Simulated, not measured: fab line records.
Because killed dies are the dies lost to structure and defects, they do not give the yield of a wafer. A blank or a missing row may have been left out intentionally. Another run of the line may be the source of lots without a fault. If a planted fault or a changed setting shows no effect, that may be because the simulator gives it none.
fab line records ; flow n5Finfet ; part 2 of 2: steps 28 to 34 of 34
record lots=7; wafers=21; lastDay=16
route steps=1938 shown BEOL_M4@1033
lots that met no fault: from a run of the same line without faults
startH: start of the lot's first displayed wafer, in hours after the record's first day ; waitH: hours since the lot's step before ; " repeats the value in the row above ; L1.1+2: a single row standing in for several wafers ; - no value, or no start given ; * or withheld: withheld ; < > ~ a bound
route shown NAME@n: NAME is a module with steps in the file, n the number in the route of the first one ; usual: mean and standard deviation over wafers with no fault ; same: alike in all rows ; chamber/n: place in a boat ; sites: readings site by site ; _std_site: standard deviation across them ; _edge_site: mean of outer sites minus mean of inner sites ; radiusMm: for every site, how far away it sits from the centre of the wafer ; mask NAME#n: copy n ; behind: the tool/chamber that last shaped the wafer ; hold: the reason the lot was held/the length of the hold in hours/how it ended ; device: transistor that didn't switch, given as n, p or np ; end of line: the same wafers' tests at the end of the route ; where a step has no rows: the recipe by itself ; killed: dies lost to structure and defects at the first sort, not the wafer's yield ; map: per-die view of a wafer (x killed, . not killed, _ where there is no die)
set.NAME: the run value of the setting; set.NAME@STEP: its run value at that earlier step ; model.NAME: the simulator's own value behind a step, which no gauge read
a table for each step, a row for each wafer; lots at some steps of the route
services: the hour from which a tool's chamber was out of use, counted from the record's first day as startH (under 0 if before that day), plus the number of hours and why
## steps
# step N5_BEOL_M4_ETCH_77
# recipe chemistry=N2/H2; target=underlayer; targetDepthA=65; maskMaterial=CAR-EUV; timeS=5.2; ionEnergyEv=200; pressureMtorr=30; sourceW=840; biasW=150; n2FlowSccm=200; h2FlowSccm=200; ends=cleared
# step N5_BEOL_M4_ETCH_69
# recipe chemistry=CF4; target=SiARC; targetDepthA=156; maskMaterial=CAR-EUV; timeS=26; ionEnergyEv=80; pressureMtorr=40; sourceW=545; biasW=36; Ar_flow_sccm=100; cf4FlowSccm=100; ends=cleared
# step N5_BEOL_M4_ALD_98
# recipe material=SiO2; targetThkA=25; tempC=100; aldPrecursorFamily=BDEAS; aldCoReactant=O2-plasma; pulseTimeS=1; coReactantPulseTimeS=1; purgeTimeS=2; coReactantPurgeTimeS=2; aldCycles=17; pressureTorr=2
# step N5_BEOL_M4_ETCHBACK_99
# recipe chemistry=CHF3; target=SiO2; targetDepthA=50; timeS=10.4; sourceW=215; biasW=47; Ar_flow_sccm=200; CHF3_flow_sccm=12; ionEnergyEv=100; pressureMtorr=30
# usual drypumpMotorCurrentA=5.9/0.47; oes_ar_750_au=0.78/0.075; oesProductAu=0.78/0.079; rfVppV=240.7/1.9; showerheadPlenumPTorr=2.17/0.07; throttleValvePct=17.04/0.26
lot.wafer;tool;chamber;startH;waitH;drypumpMotorCurrentA;oes_ar_750_au;oesProductAu;rfHoursCounterH;rfVppV;showerheadPlenumPTorr;throttleValvePct
L635.1;rieDiel-04;1;177.71;0.3;5.7;0.78;0.78;127;240.7;2.15;17.28
L635.3;rieDiel-04;0;177.71;0.3;6.6;0.70;0.69;227;239.8;2.03;16.89
L635.6;rieDiel-04;0;177.71;0.3;6.6;0.70;0.70;-;241.2;2.03;16.89
L636.1;rieDiel-01;2;180.82;0.7;6.6;0.70;0.70;207;240.8;2.14;17.12
L636.2;rieDiel-01;1;180.82;0.7;6.6;0.86;0.86;66;241.3;2.19;17.38
L636.6;rieDiel-01;0;180.82;0.7;5.4;0.87;0.87;-;240.6;2.19;17.33
L637.3;rieDiel-05;0;190.32;3.8;5.6;0.80;0.81;90;241.5;2.08;16.91
L637.4;rieDiel-05;2;190.32;3.8;6.6;0.78;0.77;-;240.7;2.15;17.12
L637.5;rieDiel-05;0;190.32;3.8;5.6;0.82;0.81;-;241.9;2.08;16.91
L638.3;rieDiel-05;1;200.25;1.8;6.3;0.96;0.97;4;243.8;2.21;16.75
L638.4;rieDiel-05;0;200.25;1.8;5.6;0.80;0.81;94;241.0;2.08;16.91
L638.6;rieDiel-05;2;200.25;1.8;6.6;0.77;0.76;-;238.9;2.15;17.11
L646.2;rieDiel-04;3;248.51;1.3;5.7;0.71;0.70;222;242.6;2.23;17.00
L646.3;rieDiel-04;2;248.51;1.3;5.8;0.88;0.88;23;235.9;2.20;16.57
L646.5;rieDiel-04;2;248.51;1.3;5.7;0.87;0.88;-;238.0;2.20;16.57
L650.1;rieDiel-05;0;267.70;3.6;5.6;0.79;0.79;118;241.3;2.07;16.94
L650.2;rieDiel-05;3;267.70;3.6;5.6;0.75;0.75;162;240.8;2.25;17.28
L650.4;rieDiel-05;2;267.70;3.6;6.6;0.74;0.74;185;239.8;2.14;17.16
L653.1;rieDiel-04;3;279.95;2.1;5.6;0.70;0.69;236;240.2;2.22;17.00
L653.3;rieDiel-04;1;279.95;2.1;5.7;0.76;0.75;170;240.1;2.14;17.35
L653.5;rieDiel-04;3;279.95;2.1;5.6;0.69;0.69;-;242.6;2.22;17.02
# step N5_BEOL_M4_ETCH_70
# recipe chemistry=N2/H2; target=SOC; targetDepthA=800; overetchA=240; maskMaterial=SiARC; tempC=40; timeS=130; ionEnergyEv=200; pressureMtorr=30; sourceW=840; biasW=150; n2FlowSccm=200; h2FlowSccm=200
# usual drypumpMotorCurrentA=6.0/0.47; oesProductAu=0.58/0.056; rfVppV=524.2/2.4; showerheadPlenumPTorr=2.56/0.079; throttleValvePct=17.73/0.28
lot.wafer;tool;chamber;startH;waitH;drypumpMotorCurrentA;oesProductAu;rfHoursCounterH;rfVppV;showerheadPlenumPTorr;throttleValvePct;model.etch.depthNm
L635.1;rieDiel-04;1;177.75;0.0;5.7;0.79;127;526.3;2.55;18.12;105.2
L635.3;rieDiel-04;0;177.75;0.0;6.6;0.70;227;519.6;2.41;17.66;102.4
L635.6;rieDiel-04;0;177.75;0.0;6.6;0.70;-;518.7;2.41;17.69;102
L636.1;rieDiel-01;2;180.86;0.0;6.6;0.70;207;524.0;2.51;17.83;102.8
L636.2;rieDiel-01;1;180.86;0.0;6.6;0.85;66;525.6;2.58;18.23;104.3
L636.6;rieDiel-01;0;180.86;0.0;5.5;0.86;-;525.2;2.58;18.08;103.2
L637.3;rieDiel-05;0;190.36;0.0;5.6;0.82;90;520.6;2.46;17.51;102.1
L637.4;rieDiel-05;2;190.36;0.0;6.6;0.77;-;524.2;2.55;17.78;103.3
L637.5;rieDiel-05;0;190.36;0.0;5.6;0.81;-;521.6;2.46;17.51;101.4
L638.3;rieDiel-05;1;200.28;0.0;6.3;0.71;4;525.3;2.61;17.38;59.85
L638.4;rieDiel-05;0;200.28;0.0;5.6;0.60;94;521.7;2.45;17.51;59.92
L638.6;rieDiel-05;2;200.28;0.0;6.6;0.56;-;523.8;2.54;17.76;60.17
L646.2;rieDiel-04;3;248.54;0.0;5.6;0.52;222;526.2;2.61;17.59;59.67
L646.3;rieDiel-04;2;248.54;0.0;5.7;0.64;23;524.0;2.60;17.33;59.66
L646.5;rieDiel-04;2;248.54;0.0;5.7;0.65;-;526.9;2.60;17.30;59.84
L650.1;rieDiel-05;0;267.73;0.0;5.6;0.59;118;522.5;2.44;17.55;59.88
L650.2;rieDiel-05;3;267.73;0.0;5.6;0.55;162;525.4;2.64;17.86;60
L650.4;rieDiel-05;2;267.73;0.0;6.6;0.55;185;524.2;2.53;17.83;59.86
L653.1;rieDiel-04;3;279.98;0.0;5.7;0.51;236;525.5;2.61;17.64;59.9
L653.3;rieDiel-04;1;279.98;0.0;5.7;0.54;170;524.1;2.53;18.17;59.98
L653.5;rieDiel-04;3;279.98;0.0;5.7;0.52;-;526.5;2.61;17.63;59.78
# step N5_BEOL_M4_STRIP_71
# recipe chemistry=N2/H2; tempC=40; n2FlowSccm=200; h2FlowSccm=200; rfFrequencyHz=6e+07
# step N5_BEOL_M4_RC_MEAS_101
# usual DIBL_N=36.3/1.2; DIBL_P=36.1/1.6; IOFF_N=0.161/0.023; IOFF_P=0.209/0.027; ION_N=676/8.9; ION_P=462/5.3; SS_N=71.5/0.51; SS_P=73.2/0.5; VT_N=249.1/2.5; VT_P=-249.9/2.8
lot.wafer;tool;chamber;startH;waitH;DIBL_N[mV/V];DIBL_P[mV/V];IOFF_N[nA/um];IOFF_P[nA/um];ION_N[uA/um];ION_P[uA/um];SS_N[mV/dec];SS_P[mV/dec];VT_N[mV];VT_P[mV]
L638.3;prober-02;0;204.96;0.3;36.2;36.6;0.165;0.220;679;465;71.8;72.8;248.8;-249.8
L638.4;prober-02;0;204.96;0.3;34.9;35.5;0.151;0.207;682;464;71.8;73.6;249.9;-249.1
L638.6;prober-02;0;204.96;0.3;36.3;36.9;0.170;0.227;682;470;71.9;72.8;249.5;-247.8
L646.2;prober-02;0;255.40;0.2;37.6;37.7;0.207;0.212;692;462;71.4;73.6;242.1;-253.8
L646.3;prober-02;0;255.40;0.2;36.2;37.0;0.164;0.195;668;455;70.7;73.3;247.9;-252.8
L646.5;prober-02;0;255.40;0.2;35.6;35.3;0.158;0.183;678;454;71.6;72.9;246.3;-254.3
L650.1;prober-02;0;274.69;0.0;36.8;35.9;0.171;0.228;679;469;71.4;74.8;248.3;-247.6
L650.2;prober-02;0;274.69;0.0;37.9;36.5;0.191;0.233;693;464;72.0;73.5;246.8;-248.7
L650.4;prober-02;0;274.69;0.0;38.8;37.4;0.210;0.256;691;472;72.1;74.3;245.5;-249.8
L653.1;prober-02;0;284.60;0.0;36.9;38.7;0.155;0.237;667;460;71.6;73.7;252.0;-247.5
L653.3;prober-02;0;284.60;0.0;37.1;38.2;0.152;0.223;669;455;71.5;73.6;252.4;-247.7
L653.5;prober-02;0;284.60;0.0;38.2;40.2;0.180;0.271;676;465;71.6;74.1;248.3;-245.8
## services
tool;chamber;startH;hours;kind
rieDiel-04;1;160.26;9.4;repair
rieDiel-05;1;168.24;-;clean
rieDiel-05;1;168.24;-;consumableReplace:esc
rieDiel-05;1;168.24;-;consumableReplace:focusRing
rieDiel-05;1;168.24;23.1;scheduledDown
rieDiel-05;1;168.24;23.1;ventCycle
rieDiel-04;2;175.20;-;clean
rieDiel-04;2;175.20;-;consumableReplace:focusRing
rieDiel-04;2;175.20;17.6;scheduledDown
rieDiel-04;2;175.20;17.6;ventCycle
rieDiel-01;-;182.64;29.3;repair
rieDiel-04;2;210.03;5.3;repair
rieDiel-04;1;217.31;5.0;repair
rieDiel-01;3;221.31;4.5;repair
rieDiel-04;0;226.04;-;clean
rieDiel-04;0;226.04;-;consumableReplace:focusRing
rieDiel-04;0;226.04;-;consumableReplace:showerhead
rieDiel-04;0;226.04;31.1;scheduledDown
rieDiel-04;0;226.04;31.1;ventCycle
rieDiel-01;2;240.16;6.1;repair
rieDiel-04;1;265.61;2.8;repair
rieDiel-04;1;270.86;4.3;repair
rieDiel-01;3;279.36;-;clean
rieDiel-01;3;279.36;-;consumableReplace:focusRing
## key
firstSign step=N5_BEOL_M4_STRIP_19; reading=toolRecord; direction=missing
effect step=N5_BEOL_M4_OVL_MEAS_29; reading=V3_OVL; direction=down; sigmas=2.4; usual=0.3; struck=-1.1; wafersMoved=6
effect step=N5_BEOL_M4_ETCH_70; reading=oesProductAu; direction=up; sigmas=3.6; usual=0.58; struck=0.78
modelEffect step=N5_BEOL_M4_STRIP_19; value=SOC_of_BEOL_M4_COAT_61.thkNm; without=0; struck=52.13
modelEffect step=N5_BEOL_M4_ETCH_70; value=etch.depthNm; without=59.98; struck=103
metAt N5_BEOL_M4_STRIP_19
struckWafers L635.1,L635.3,L635.6,L636.1,L636.2,L636.6,L637.3,L637.4,L637.5
laterRowsLeftOut L635.1,L635.3,L635.6,L636.1,L636.2,L636.6,L637.3,L637.4,L637.5
sortLeftOut L635.1,L635.3,L635.6,L636.1,L636.2,L636.6,L637.3,L637.4,L637.5
fault kind=skippedStepWhole; tool=rieDiel-04,rieDiel-05; chamber=-; onsetH=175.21; steps=N5_BEOL_M4_STRIP_19; scope=struckLotsOnly
# sortLeftOut: the simulated sort isn't trusted on such a fault, so these wafers' sort isn't shown, and their yield isn't known
# laterRowsLeftOut: the simulator's readings of these wafers behind a module that went badly wrong aren't trusted and aren't shown, but for the sort
